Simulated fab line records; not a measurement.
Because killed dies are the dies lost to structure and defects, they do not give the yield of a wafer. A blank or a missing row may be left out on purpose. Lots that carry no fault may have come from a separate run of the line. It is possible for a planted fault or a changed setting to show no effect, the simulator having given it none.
Struck lot and sound lot, side by side ; flow n5Finfet ; 44 out of 1938 route steps
Sound: wafers L235.1, L235.3, L235.5. Wafers struck: L242.2, L242.3. At the end, the cause is stated.
Order at every step that has rows: each side's tool, ch and its chambers, its first start. Under that, the readings that differ: sound wafers ; struck wafers ; difference of the means ; sigmas: that difference in standard deviations of wafers without a fault.
alike: readings with means less than 2 such deviations apart, plus words and numbers identical on both sides. not compared: withheld readings, readings lacking a value on some wafer, bounds such as >300 that could conceal the same value, and numbers that have no deviation in the record and whose values overlap.
Wherever a step has rows on one side only, a row that says differs or no value, or a row with sigmas, the two part there. Numbers that have no deviation but don't overlap get no sigmas and don't part them. A reading that every wafer of one side lacks parts them only if that side has two wafers or more.

first, 3 steps without rows for these wafers: N5_PMOS_HMC_CHANNEL_EPI_PRECLEAN_37 (cleans in O3/DIW, time 45 s); N5_PMOS_HMC_CHANNEL_EPI_PRECLEAN_24 (cleans in DHF, time 30 s); N5_PMOS_HMC_CHANNEL_EPI_SRD_25 (time 30 s).
N5_PMOS_HMC_CHANNEL_EPI_EPI_26: deposits Si from SiH4/H2, target thk 3.8 nm, time 22.7 s.
  sound on epiRpcvd-03 ch 0, day 3 20:02; struck on epiRpcvd-03 ch 0, day 5 17:43
  alike: throttleValvePct
N5_PMOS_HMC_CHANNEL_EPI_INSPECT_30: inspects for defects (darkfield).
  sound: defectInspect-01 at day 3 20:25; struck: defectInspect-02 at day 5 18:07
  alike: rawDefectCount
then, 6 steps without rows for these wafers: N5_FIN_SAQP_PRECLEAN_42 (cleans in O3/DIW, time 60 s); N5_FIN_SAQP_PRECLEAN_00 (cleans in SC1, time 60 s); N5_FIN_SAQP_PRECLEAN_44 (cleans in SC2, time 45 s); N5_FIN_SAQP_SRD_01 (time 30 s); N5_FIN_SAQP_ALD_61 (deposits SiO2, target thk 4 nm, pulse time 1 s, purge time 2 s); N5_FIN_SAQP_DENSIFY_62 (time 60 s).
N5_FIN_SAQP_HM_DEP_03: deposits SiNx from SiH4/NH3/N2, target thk 38 nm, time 33.6 s.
  sound on pecvd-04 ch 1,2, day 3 20:58; struck on pecvd-04 ch 0,1, day 5 18:44
reading;sound;struck;difference;sigmas
model.SiNx_of_FIN_SAQP_HM_DEP_03.thkNm (nm);37.15 38.49 38.22;30.07 30.56;-7.64;
  alike: heaterPowerW, showerheadPlenumPTorr, throttleValvePct
N5_FIN_SAQP_THK_MEAS_05:
  sound: filmMetro-01 at day 3 21:04; struck: filmMetro-01 at day 5 18:51
reading;sound;struck;difference;sigmas
thkNm (nm);37.2 38.5 38.2;30.1 30.6;-7.6;-18
N5_FIN_SAQP_PECVD_47: deposits a-Si from SiH4/He, target thk 45 nm, time 36.3 s.
  sound on pecvd-01 ch 0,1,2, day 3 21:07; struck on pecvd-04 ch 0,1, day 5 18:53
  alike: heaterPowerW, showerheadPlenumPTorr, throttleValvePct
then, 2 steps without rows for these wafers: N5_FIN_SAQP_PECVD_48 (deposits SiNx from SiH4/NH3/N2, target thk 25 nm, time 22.1 s); N5_FIN_SAQP_PECVD_06 (deposits a-Si from SiH4/He, target thk 60 nm, time 48.1 s).
N5_FIN_SAQP_THK_MEAS_07:
  sound: filmMetro-01 at day 3 21:17; struck: filmMetro-01 at day 5 19:07
  alike: thkNm
then, 9 steps without rows for these wafers: N5_FIN_SAQP_HM_DEP_72 (deposits SiO2 from SiH4/N2O, target thk 12 nm, time 7.2 s); N5_FIN_SAQP_COAT_49 (time 60 s, resist thk 100 nm); N5_FIN_SAQP_COAT_50 (time 60 s, resist thk 35 nm); N5_FIN_SAQP_COAT_10 (resist thk 90 nm); N5_FIN_SAQP_EBR_12; N5_FIN_SAQP_SOFTBAKE_11 (time 60 s); N5_FIN_SAQP_EXPOSE_13 (exposes mask FIN CORE, target cd 35.6 nm); N5_FIN_SAQP_PEB_14 (peb time 60 s); N5_FIN_SAQP_DEVELOP_15 (develop time 30 s).
N5_FIN_SAQP_CD_MEAS_16 targets a cd of 35.6 nm.
  sound on cdSem-03 ch 0, day 3 21:46; struck on cdSem-03 ch 0, day 5 19:37
  alike: cdNm
N5_FIN_SAQP_OVL_MEAS_17:
  sound on overlay-01 ch 0, day 3 21:48; struck on overlay-02 ch 0, day 5 19:39
  alike: FIN_CORE_OVL
N5_FIN_SAQP_INSPECT_18: inspects for defects (brightfield).
  sound: defectInspect-02 at day 3 21:49; struck: defectInspect-01 at day 5 19:40
  alike: rawDefectCount
then, 2 steps without rows for these wafers: N5_FIN_SAQP_DESCUM_21 (chemistry O2, time 7.9 s); N5_FIN_SAQP_ETCH_51 (etches SiARC in CF4, target depth 45.5 nm, time 75.8 s).
N5_FIN_SAQP_ETCH_52: etches SOC in N2/H2, target depth 100 nm, overetch 20 nm, time 150 s.
  sound on rieDiel-06 ch 1,2, day 3 22:04; struck on rieDiel-04 ch 0,2, day 5 20:02
reading;sound;struck;difference;sigmas
drypumpMotorCurrentA (A);6.1 5.3 5.2;6.2 6.4;+0.8;+2
  alike: oesProductAu, rfVppV, showerheadPlenumPTorr, throttleValvePct
  not compared: rfHoursCounterH
then, 7 steps without rows for these wafers: N5_FIN_SAQP_STRIP_53 (strips in N2/H2); N5_FIN_SAQP_HM_OPEN_73 (chemistry CHF3/O2, target SiO2, stops on a-Si, target depth 12 nm, time 16.8 s); N5_FIN_SAQP_STRIP_74 (strips in CHF3/O2); N5_FIN_SAQP_MANDREL_ETCH_22 (etches a-Si in HBr/Cl2, stops on SiNx, target depth 60 nm, bt time 10 s, time 30 s); N5_FIN_SAQP_STRIP_55 (strips in N2/H2); N5_FIN_SAQP_STRIP_23 (strips in SPM, time 750 s); N5_FIN_SAQP_SRD_66 (time 30 s).
N5_FIN_SAQP_RECESS_75: chemistry HF/NH3, target SiO2, target depth 14.4 nm, afs cycles 3, sublimation time 60 s.
  sound on vaporEtch-02 ch 0, day 3 22:40; struck on vaporEtch-02 ch 0,1, day 5 20:39
  alike: drypumpMotorCurrentA
N5_FIN_SAQP_SPACER1_ALD_24: deposits SiO2, target thk 20.3 nm, pulse time 1 s, purge time 2 s.
  sound on aldSin-01 ch 0,1,2, day 3 23:04; struck on aldSin-03 ch 0,2, day 5 21:10
  alike: heaterPowerW, precursorPulseHeightRel
N5_FIN_SAQP_HM_OPEN_33: chemistry CH3F/O2, target SiNx, target depth 49.4 nm, time 70.6 s.
  sound on rieDiel-06 ch 0,2, day 4 01:35; struck on rieDiel-06 ch 0,3, day 6 00:13
reading;sound;struck;difference;sigmas
etchRfOnTimeS (s);67.6 68.8 69.0;54.8 57.4;-12.4;-10
model.etch.depthNm (nm);36.53 37.69 37.5;29.35 29.92;-7.61;
  alike: drypumpMotorCurrentA, oesProductAu, rfVppV, showerheadPlenumPTorr, throttleValvePct
  not compared: rfHoursCounterH
N5_STI_FIN_REVEAL_RECESS_09: chemistry HF/NH3, target SiO2, afs cycles 11, target depth 42.5 nm, sublimation time 60 s.
  sound on vaporEtch-01 ch 1, day 4 09:55; struck on vaporEtch-02 ch 1, day 6 08:08
reading;sound;struck;difference;sigmas
model.SiNx_of_FIN_SAQP_HM_DEP_03.thkNm (nm);17.2 18.6 18.4;10.2 10.6;-7.7;
  alike: drypumpMotorCurrentA
-- here the record skips 5 days between the struck wafers' starts before and after, leaving off in module STI_FIN_REVEAL and picking up in module BEOL_M4 (first step shown: number 1111 of the route) --
N5_BEOL_M4_RC_MEAS_101:
  sound on prober-01 ch 0, day 9 17:38; struck on prober-02 ch 0, day 11 16:49
  alike: DIBL_N, DIBL_P, IOFF_N, IOFF_P, ION_N, ION_P, SS_N, SS_P, VT_N, VT_P

== WHERE THEY PART ==
At N5_FIN_SAQP_THK_MEAS_05 first; at N5_FIN_SAQP_HM_OPEN_33 last (within this record only). Later steps at which nothing parts them and some readings are alike: N5_STI_FIN_REVEAL_RECESS_09, N5_BEOL_M4_RC_MEAS_101.

WHY: what had been put in by the simulator
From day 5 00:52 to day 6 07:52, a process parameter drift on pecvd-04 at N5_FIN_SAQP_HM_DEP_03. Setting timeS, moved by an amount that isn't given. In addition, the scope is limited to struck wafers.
